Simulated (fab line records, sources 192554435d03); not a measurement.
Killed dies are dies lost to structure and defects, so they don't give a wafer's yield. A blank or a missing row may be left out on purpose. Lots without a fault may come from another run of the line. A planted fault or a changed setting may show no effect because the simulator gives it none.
fab line records | flow n5_finfet
record lots=3 wafers=9 last_day=15
route steps=1938 shown DUMMY_GATE@247 SPACER0@258 SD_EPI_N@262 SD_EPI_P@325 SD_ACTIVATION@332 BEOL_M4@1111 PASSIVATION@1936
lots that met no fault: from a run of the same line without faults
start_h: hours from the record's first day to the start of the lot's first wafer shown | wait_h: hours since the lot's step before | " the same as in the row above | L1.1+2: a row that stands for several wafers | - no value, or no start given | * or withheld: withheld | < > ~ a bound
route shown NAME@n: a module of which the file shows steps, and the number in the route of the first | usual: mean/standard deviation of fault-free wafers | same: alike in all rows | chamber/n: place in a boat | sites: the reading at each site | _std_site: their standard deviation | _edge_site: outer sites' mean less inner sites' | radius_mm: how far each site lies from the wafer's centre | mask NAME#n: copy n | behind: the tool/chamber that last shaped the wafer | hold: why the lot was held/for how many hours/how that ended | device: the transistor (n, p or np) that didn't switch | end of line: the same wafers' tests at the end of the route | a step without rows: its recipe alone | killed: dies lost to structure and defects at the first sort, not the wafer's yield | map: a wafer's dies, x killed, . not, _ none there
set.NAME: the setting as run; set.NAME@STEP: as run at that earlier step | model.NAME: the simulator's own value behind a step, which no gauge read
lots at some steps of the route; a table a step, a row a wafer
services: from which hour (start_h, from the record's first day; less than 0 if before it) a tool's chamber was out of use, for how many hours, and why
## steps
# step N5_DUMMY_GATE_ETCH_23
# recipe chemistry=HBr/Cl2/O2 HBr_flow_sccm=150 Cl2_flow_sccm=80 O2_flow_sccm=12 bias_w=102 target_depth_a=410 time_s=22.3 target=poly-Si mask_material=SiO2 pressure_mtorr=10 icp_w=800
# step N5_DUMMY_GATE_ETCH_44
# recipe chemistry=HBr/O2 over_etch_frac=0.7 target_depth_a=1275 stop_on=SiO2 ion_energy_ev=60 bias_w=20 target=poly-Si mask_material=SiO2 pressure_mtorr=20 icp_w=400 HBr_flow_sccm=120 O2_flow_sccm=10
# step N5_DUMMY_GATE_ETCH_42
# recipe chemistry=CHF3/O2 target=SiO2 target_depth_a=35 time_s=31 ion_energy_ev=30 bias_w=12 pressure_mtorr=30 source_w=600 Ar_flow_sccm=200 CHF3_flow_sccm=50 O2_flow_sccm=5
# step N5_DUMMY_GATE_STRIP_48
# recipe chemistry=N2/H2 time_s=20 power_w=100 temp_c=40 pressure_mtorr=100 rf_frequency_hz=6e+07 bias_power_w=3 n2_flow_sccm=300 h2_flow_sccm=300
# step N5_DUMMY_GATE_PRECLEAN_33
# recipe chemistry=dHF time_s=10 dilution=750:1 temp_c=25
# step N5_DUMMY_GATE_PRECLEAN_25
# recipe chemistry=O3/DIW time_s=45 temp_c=22 o3_ppm=10
# step N5_DUMMY_GATE_PRECLEAN_51
# recipe chemistry=SC2 time_s=45 temp_c=35 mix=1:1:50
# step N5_DUMMY_GATE_SRD_26
# recipe dry=ipa_marangoni time_s=30 temp_c=23 rinse_liquid=diw
# step N5_DUMMY_GATE_UV_OZONE_45
# recipe time_s=120 pressure_torr=760 temp_c=25
# step N5_SPACER0_ALD_07
# recipe material=SiNx target_thk_a=20 temp_c=400 ald_precursor_family=SiH2I2 ald_co_reactant=N2/H2-plasma pressure_torr=2
# step N5_SPACER0_ALD_00
# recipe material=SiOCN target_thk_a=35 temp_c=400 ald_precursor_family=alkyl-aminosilane ald_co_reactant=O2/N2-plasma pulse_time_s=3 purge_time_s=2 co_reactant_purge_time_s=2 ald_cycles=58 pressure_torr=2
# usual ald_cycles=58/0 heater_power_w=842/110 precursor_pulse_height_rel=1.002/0.02
# columns lot.wafer tool chamber start_h wait_h ald_cycles heater_power_w precursor_pulse_height_rel model.SiOCN_of_SPACER0_ALD_00.thk_nm
L825.2 ald_sin-01 2 60.64 0.1 58 1001 1.032 3.6
L825.4 " 3 " " 58 953 0.953 3.6
L825.6 " 2 " " 58 972 0.972 3.4
L829.1 ald_sin-01 2 83.21 0.1 58 993 1.003 3.4
L829.2 " 1 " " 58 743 1.018 3.4
L829.5 " 1 " " 103 756 0.984 6.2
L837.1 ald_sin-02 3 136.75 0.1 58 850 0.966 3.4
L837.3 " 2 " " 58 862 1.014 3.6
L837.4 " 1 " " 58 681 1.008 3.6
# step N5_SPACER0_ALD_08
# recipe material=SiNx target_thk_a=20 temp_c=400 ald_precursor_family=SiH2I2 ald_co_reactant=N2/H2-plasma pressure_torr=2
# step N5_SD_EPI_N_COAT_32
# recipe resist=SOC temp_c=250 time_s=60 spin_rpm=1500 resist_thk_nm=350
# step N5_SD_EPI_N_COAT_33
# recipe resist=SiARC temp_c=220 time_s=60 spin_rpm=1500 resist_thk_nm=35
# step N5_SD_EPI_N_COAT_03
# recipe resist=CAR-ArF-block spin_rpm=1500 resist_thk_nm=150
# step N5_SD_EPI_N_EBR_05
# recipe solvent=PGMEA ebr_width_mm=1.5
# step N5_SD_EPI_N_SOFTBAKE_04
# recipe temp_c=110 time_s=60 resist=CAR-ArF-block
# step N5_SD_EPI_N_EXPOSE_06
# recipe mask_id=SD_N_BLK na=1.35 source_shape=conventional sigma_outer=0.8 polarization=unpolarized target_cd_nm=120 dose_mj=39.75
# step N5_SD_EPI_N_PEB_07
# recipe peb_temp_c=110 peb_time_s=60 resist=CAR-ArF-block
# step N5_SD_EPI_N_DEVELOP_08
# recipe develop_time_s=30 developer=TMAH resist=CAR-ArF-block dev_temp_c=23 rinse_liquid=diw dry=air_spin
# step N5_SD_EPI_N_DESCUM_14
# recipe chemistry=O2 time_s=7.9 source_power_w=50 bias_power_w=20 pressure_mtorr=20 rf_frequency_hz=2.712e+07 temp_c=40 resist=CAR-ArF-block o2_flow_sccm=225
# step N5_SD_EPI_N_ETCH_34
# recipe chemistry=CF4 target=SiARC target_depth_a=455 mask_material=CAR-ArF-block time_s=75.8 ion_energy_ev=80 pressure_mtorr=40 source_w=545 bias_w=36 Ar_flow_sccm=100 cf4_flow_sccm=100 ends=cleared
# step N5_SD_EPI_N_ETCH_35
# recipe chemistry=N2/H2 target=SOC overetch_a=1080 mask_material=SiARC temp_c=40 ion_energy_ev=100 source_w=3000 bias_w=133 pressure_mtorr=20 time_s=486 n2_flow_sccm=200 h2_flow_sccm=200
# step N5_SD_EPI_N_STRIP_36
# recipe chemistry=N2/H2 temp_c=40 n2_flow_sccm=200 h2_flow_sccm=200 rf_frequency_hz=6e+07
# step N5_SD_EPI_N_ETCHBACK_44
# recipe chemistry=CH3F/O2 mode=anisotropic_etchback target=SiNx target_depth_a=145 stop_on=SiO2 over_etch_frac=0.3 ion_energy_ev=120 pressure_mtorr=30 source_w=395 bias_w=73 Ar_flow_sccm=150 CH3F_flow_sccm=30 O2_flow_sccm=20
# step N5_SD_EPI_N_ETCH_45
# recipe chemistry=CH3F/O2 target=SiOCN target_depth_a=60 mask_material=SOC ion_energy_ev=60 bias_w=29 pressure_mtorr=15 source_w=410 Ar_flow_sccm=150 CH3F_flow_sccm=30 O2_flow_sccm=20
# step N5_SD_EPI_N_ETCH_16
# recipe chemistry=CHF3/O2 target=SiO2 target_depth_a=50 mask_material=SOC pressure_mtorr=30 source_w=650 bias_w=170 Ar_flow_sccm=200 CHF3_flow_sccm=50 O2_flow_sccm=5 ion_energy_ev=200
# step N5_SD_EPI_N_STRIP_47
# recipe chemistry=CHF3/O2 resist=SiARC rf_frequency_hz=6e+07
# step N5_SD_EPI_N_SD_RECESS_17
# recipe chemistry=HBr/Cl2/O2 target_depth_a=410 mask_material=SOC time_s=23.7 bt_time_s=3 pressure_mtorr=10 icp_w=800 bias_w=112 HBr_flow_sccm=150 Cl2_flow_sccm=80 O2_flow_sccm=12
# step N5_SD_EPI_N_STRIP_38
# recipe chemistry=N2/H2 power_w=1000 temp_c=250 h2_frac=0.65 overash_fraction=0.3 pressure_mtorr=withheld n2_flow_sccm=1750 h2_flow_sccm=3250
# step N5_SD_EPI_N_WET_ETCH_43
# recipe chemistry=dHF dilution=withheld time_s=14 target=SiO2 target_depth_a=15 temp_c=25
# step N5_SD_EPI_N_STRIP_18
# recipe chemistry=SPM time_s=750 temp_c=130 h2so4_h2o2_vol_ratio=4
# step N5_SD_EPI_N_SRD_20
# recipe dry=ipa_marangoni do_ppb=5 time_s=30 temp_c=23 rinse_liquid=diw
# step N5_SD_EPI_N_PRECLEAN_48
# recipe chemistry=NF3:NH3 afs_cycles=2 temp_c=30 time_s=20 sublimation_temp_c=180 sublimation_time_s=60 pressure_torr=3 rf_power_w=30
# step N5_SD_EPI_N_VAPOR_ETCH_50
# recipe chemistry=HCl target=Si temp_c=775 time_s=54 pressure_torr=20 mode=isotropic
# step N5_SD_EPI_N_EPI_21
# recipe material=Si:P dopant=P temp_c=680 pressure_torr=255 time_s=690
# usual susceptor_temp_C_max=681.5/0.61
# same epi_growth_time_s=690
# columns lot.wafer tool chamber start_h wait_h susceptor_temp_C_max model.Si-P_of_SD_EPI_N_EPI_21.thk_nm
L825.2 epi_rpcvd-01 0 63.37 0.4 681.4 59
L825.4 " 0 " " 681.5 59.2
L825.6 " 0 " " 681.3 59
L829.1 epi_rpcvd-02 0 86.20 0.3 680.8 59
L829.2 " 0 " " 680.7 58.8
L829.5 " 0 88.20 2.0 680.7 0.8
L837.1 epi_rpcvd-01 0 139.38 0.2 680.8 59.4
L837.3 " 0 " " 681.0 58.4
L837.4 " 0 " " 680.7 59.4
# step N5_SD_EPI_N_EPI_MEAS_23
# recipe mode=xrd
# usual thk_nm=59.0/1.1
# columns lot.wafer tool chamber start_h wait_h thk_nm
L825.2 film_metro-02 - 64.83 1.2 61.4
L825.4 " - " " 59.4
L825.6 " - " " 59.5
L829.1 film_metro-02 - 89.23 2.5 57.5
L829.2 " - " " 60.2
L829.5 " - " " 1.0
L837.1 film_metro-02 - 141.66 1.9 60.8
L837.3 " - " " 57.0
L837.4 " - " " 58.3
# step N5_SD_EPI_P_PRECLEAN_24
# recipe chemistry=O3/DIW time_s=45 temp_c=22 o3_ppm=10
# columns lot.wafer tool chamber start_h wait_h model.Si-P_of_SD_EPI_N_EPI_21.thk_nm
L825.2+6 wet_bench-03 4,7 69.54 0.0 58.2
L825.4 " 6 " " 58.4
L829.1 wet_bench-04 5 94.39 0.0 58.2
L829.2 " 4 " " 58
L829.5 " 3 " " 0.8
L837.1+4 wet_bench-03 6,1 146.35 0.0 58.6
L837.3 " 7 " " 57.6
# step N5_SD_EPI_P_PRECLEAN_32
# recipe chemistry=dHF time_s=10 dilution=500:1 temp_c=25
# columns lot.wafer tool chamber start_h wait_h model.SiOCN_of_SPACER0_ALD_00.thk_nm
L825.2+4+6 wet_bench-03 4,6,7 69.55 0.0 3.4
L829.1+2 wet_bench-04 5,4 94.40 0.0 3.4
L829.5 " 3 " " 6.2
L837.1+3+4 wet_bench-03 6,7,1 146.36 0.0 3.4
# step N5_SD_ACTIVATION_RS_MEAS_03
# recipe thk_meas_gauge=four-point-probe
# usual RS_SD_N=21.94/0.28 RS_SD_P=56.3/1.1
# columns lot.wafer tool chamber start_h wait_h RS_SD_N[ohm/sq] RS_SD_P[ohm/sq]
L825.2 film_metro-02 - 70.15 0.2 22.07 54.7
L825.4 " - " " 21.81 55.9
L825.6 " - " " 21.95 55.8
L829.1 film_metro-02 - 95.04 0.2 21.71 54.8
L829.2 " - " " 21.99 55.6
L829.5 " - " " - 55.7
L837.1 film_metro-01 - 156.26 0.2 21.43 57.5
L837.3 " - " " 21.77 57.1
L837.4 " - " " 21.64 56.9
# step N5_BEOL_M4_RC_MEAS_101
# usual CJ_N=4.32/0.08 DIBL_N=36.5/1.4 DIBL_P=36.6/1.9 EOT_N=10.48/0.1 IGATE_N=0.0138/0.0021 IOFF_N=0.167/0.029 IOFF_N_85C=3.2/0.46 IOFF_N_LIN=0.076/0.011 IOFF_N_LONG=5.57e-05/2.8e-06 IOFF_P=0.21/0.033 IOFF_P_85C=3.7/0.48 IOFF_P_LIN=0.100/0.013 ION_N=674/12 ION_P=460/8.9 RC_DENSE_N=19.2/0.44 RC_N=15.7/0.36 REXT_N=75.8/1.7 REXT_P=100.2/1.8 RS_SD_N=28.4/0.41 SS_N=71.6/0.57 SS_P=73.4/0.61 VT_N=249/3.3 VT_N_LONG=274.3/2.1 VT_N_LVT=98/3.4 VT_P=-250/3.3 VT_P_LVT=-99/3.4
# columns lot.wafer tool chamber start_h wait_h CJ_N DIBL_N[mV/V] DIBL_P[mV/V] EOT_N IGATE_N[nA/um] IOFF_N[nA/um] IOFF_N_85C[nA/um] IOFF_N_LIN[nA/um] IOFF_N_LONG[nA/um] IOFF_P[nA/um] IOFF_P_85C[nA/um] IOFF_P_LIN[nA/um] ION_N[uA/um] ION_P[uA/um] RC_DENSE_N[ohm.um] RC_N[ohm.um] REXT_N[ohm.um] REXT_P[ohm.um] RS_SD_N[ohm/sq] SS_N[mV/dec] SS_P[mV/dec] VT_N[mV] VT_N_LONG[mV] VT_N_LVT[mV] VT_P[mV] VT_P_LVT[mV]
L825.2 prober-02 0 178.52 0.2 4.29 37.4 37.6 10.36 0.0148 0.212 3.9 0.096 5.73e-05 0.22 3.8 0.102 686 465 19.0 15.5 74.9 100.6 28.3 71.4 73.6 242 270.8 93 -249 -99
L825.4 " 0 " " 4.34 39.0 39.3 10.48 0.0128 0.233 4.3 0.099 5.73e-05 0.27 4.4 0.116 683 462 18.5 15.2 73.4 99.2 28.5 72.7 74.2 242 273.7 93 -247 -98
L825.6 " 0 " " 4.27 35.4 35.3 10.76 0.0103 0.149 2.9 0.070 5.7e-05 0.19 3.4 0.092 661 456 18.8 15.5 74.5 99.4 28.3 71.3 73.7 250 274.2 99 -251 -101
L829.1 prober-01 0 203.76 0.0 4.16 35.0 35.7 10.75 0.0098 0.160 3.1 0.073 5.66e-05 0.21 3.7 0.100 663 453 18.9 15.3 75.5 100.4 28.4 71.6 73.3 248 274.2 96 -248 -97
L829.2 " 0 " " 4.28 36.1 36.4 10.50 0.0127 0.167 3.2 0.075 5.77e-05 0.21 3.7 0.100 683 464 19.5 16.1 75.9 101.2 28.3 72.5 74.3 251 273.3 97 -254 -98
L829.5 " 0 " " - - 27.9 - - - - - - 0.07 1.4 0.040 - 380 - - - 158.2 - - 72.1 - - - -272 -119
L837.1 prober-02 0 263.65 0.0 4.44 38.4 38.3 10.58 0.0122 0.193 3.8 0.084 5.72e-05 0.25 4.2 0.108 676 462 19.0 15.5 73.6 102.2 27.9 71.1 73.3 249 274.7 97 -247 -97
L837.3 " 0 " " 4.33 35.9 36.9 10.55 0.0132 0.154 3.1 0.073 5.51e-05 0.23 4.0 0.106 678 474 18.5 15.0 74.4 100.2 28.7 72.1 72.9 250 274.4 100 -247 -97
L837.4 " 0 " " 4.33 35.9 36.2 10.64 0.0112 0.146 2.9 0.068 5.46e-05 0.22 3.8 0.101 668 462 19.1 15.7 75.1 101.6 28.1 71.3 72.9 250 275.4 100 -247 -99
# step N5_PASSIVATION_PROBE_49
# usual defect_limited_yield=91.2/1.6 killed_at_M0_to_M3=34/11 killed_at_M4_up=14/5.7 killed_at_contacts=14/6.6 killed_at_front_end=37/10 killed_at_other=4/3.2 killed_dies=104/19 killed_open=69/13 killed_short=33/8.7 sort_bin_5_function=5.1/1 sort_bin_6_memory=3.3/0.76 sort_bin_8_speed=0.00/0.016 sort_n_pass=1076/19 sort_yield_pct=91.2/1.6
# same gross_dies=1180 killed_at_back_side=0 sort_bin_4_leakage[%]=0
# columns lot.wafer tool chamber start_h wait_h defect_limited_yield[%] killed_at_M0_to_M3 killed_at_M4_up killed_at_contacts killed_at_front_end killed_at_other killed_dies killed_open killed_short sort_bin_5_function[%] sort_bin_6_memory[%] sort_bin_8_speed[%] sort_n_pass sort_yield_pct[%]
L829.5 prober-01 - 297.59 0.2 91.1 27 12 25 35 6 105 72 33 5.7 3.2 91.10 0 0
# killed by level:class
L829.5 MOL_CONTACT_COAG:geometric_particle:open=18 STI_FIN_REVEAL:geometric_particle:open=13 BEOL_M1:geometric_particle:open=10 BEOL_M4:geometric_particle:open=8 MOL_CONTACT_COAG:geometric_particle:short=7 BEOL_M3:geometric_particle:open=6 FIN_SAQP:geometric_particle:short=4 FIN_SAQP:geometric_particle:open=3
# map L829.5 (x killed, . not)
_________________............________________
______________........x........._____________
___________......x..............xx.__________
__________..x......................._________
________.......xx...............x....._______
_______........x....................x..______
______..............x.................x._____
_____....................................____
____..x...x...x...x.x.....x......x........___
___x..x.........xx..x......................__
___......x..........x...............x......__
__....x.x........................x.....x...._
__.x....x...........x..................x...._
_.......x......x....x.x........x.............
_........x....x.x..xx........................
_................x..........................x
_......x..........x...............xx.........
_...........x........x.......................
_..x.....x............x.....x................
_........x..........x.x................xx....
_.............................x.......x......
__xxxx..................x..................._
__...x.x....x........x...................x.._
___.................x.......x..............__
___..............x............x............__
____.......x..............................___
_____..x.............x.....xx.........x..____
______xx.......................x.....x.._____
_______..........x................x....______
________......xx.x..............x.x..x_______
__________.x........x..............._________
___________...x..............x.x...__________
______________..........x......._____________
_________________........xx.x________________
# map L825.6 (x killed, . not)
_________________..x........x________________
______________.................._____________
___________.x............x.........__________
__________x.x.........x............._________
________...........x........x........._______
_______...x..............x.............______
______..x.....................x......x.._____
_____..x...........x.....................____
____x..................x............x.....___
___.......x...........x....................__
___.x.x..x..x.x........x...................__
__................x......................x.._
__........x................................._
_.........x..........x......................x
_.....................................x......
_...........x........x...........x......x....
_......x........x......x.........x...........
_...xx......x.....xx.........x.......x..x....
_xx.....................x.............x......
_...........x....................xx.x........
_......x.....................................
__.x.xx......x.x..................x..x......_
__..................................x......._
___.................x............x...x...x.__
___........x..........x.....x..............__
____.x.x...xxx...........x................___
_____xx......................x...........____
______...x.xx............x............x._____
_______.x............xx...........x....______
________x.....x.....x......xx........._______
__________.........xx..............._________
___________..x...x.x...............__________
______________.................._____________
_________________...x........________________
## services
# columns tool chamber start_h hours kind
wet_bench-04 - 75.31 4.4 pm
ald_sin-02 - 87.48 14.0 pm
ald_sin-02 0 87.48 14.0 vent_cycle
ald_sin-02 1 87.48 14.0 vent_cycle
ald_sin-02 2 87.48 14.0 vent_cycle
ald_sin-02 3 87.48 14.0 vent_cycle
ald_sin-02 - 101.48 2.8 pm
ald_sin-02 0 101.48 - clean
ald_sin-02 1 101.48 - clean
ald_sin-02 2 101.48 - clean
ald_sin-02 3 101.48 - clean
epi_rpcvd-01 - 106.04 5.4 repair
epi_rpcvd-01 - 117.05 1.3 repair
## key
first_sign step=N5_SPACER0_ALD_00 reading=ald_cycles direction=up sigmas=99+ usual=* struck=*
effect step=N5_SD_EPI_N_EPI_MEAS_23 reading=thk_nm direction=down sigmas=51 usual=* struck=*
effect step=N5_SD_ACTIVATION_RS_MEAS_03 reading=RS_SD_N direction=missing
effect step=N5_BEOL_M4_RC_MEAS_101 reading=REXT_P direction=up sigmas=32 usual=100.2 struck=158.2
effect step=N5_BEOL_M4_RC_MEAS_101 reading=ION_P direction=down sigmas=9.1 usual=460 struck=380
effect step=N5_BEOL_M4_RC_MEAS_101 reading=VT_P direction=down sigmas=6.4 usual=-250 struck=-272
effect step=N5_BEOL_M4_RC_MEAS_101 reading=VT_P_LVT direction=down sigmas=5.8 usual=-99 struck=-119
effect step=N5_BEOL_M4_RC_MEAS_101 reading=IOFF_P_85C direction=down sigmas=4.8 usual=3.7 struck=1.4
effect step=N5_BEOL_M4_RC_MEAS_101 reading=IOFF_P_LIN direction=down sigmas=4.7 usual=0.100 struck=0.040
effect step=N5_BEOL_M4_RC_MEAS_101 reading=DIBL_P direction=down sigmas=4.5 usual=36.6 struck=27.9
effect step=N5_BEOL_M4_RC_MEAS_101 reading=IOFF_P direction=down sigmas=4.4 usual=0.21 struck=0.07
effect step=N5_BEOL_M4_RC_MEAS_101 reading=CJ_N direction=missing
effect step=N5_BEOL_M4_RC_MEAS_101 reading=DIBL_N direction=missing
effect step=N5_BEOL_M4_RC_MEAS_101 reading=EOT_N direction=missing
effect step=N5_BEOL_M4_RC_MEAS_101 reading=IGATE_N direction=missing
effect step=N5_PASSIVATION_PROBE_49 reading=sort_bin_8_speed direction=up sigmas=99+ usual=0.00 struck=91.10
model_effect step=N5_SPACER0_ALD_00 value=SiOCN_of_SPACER0_ALD_00.thk_nm without=3.4 struck=6.2
model_effect step=N5_SD_EPI_N_EPI_21 value=Si-P_of_SD_EPI_N_EPI_21.thk_nm without=58.8 struck=0.8
model_effect step=N5_SD_EPI_P_PRECLEAN_24 value=Si-P_of_SD_EPI_N_EPI_21.thk_nm without=58 struck=0.8
model_effect step=N5_SD_EPI_P_PRECLEAN_32 value=SiOCN_of_SPACER0_ALD_00.thk_nm without=3.4 struck=6.2
met_at N5_SPACER0_ALD_00
struck_wafers L829.5
onset_between 60.64 83.21
fault kind=process_parameter_drift tool=ald_sin-01 chamber=- onset_h=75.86 steps=N5_SPACER0_ALD_00 channel=ald_cycles offset=* shape=step end_h=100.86 scope=struck_wafers_only acts_in=* stated=*
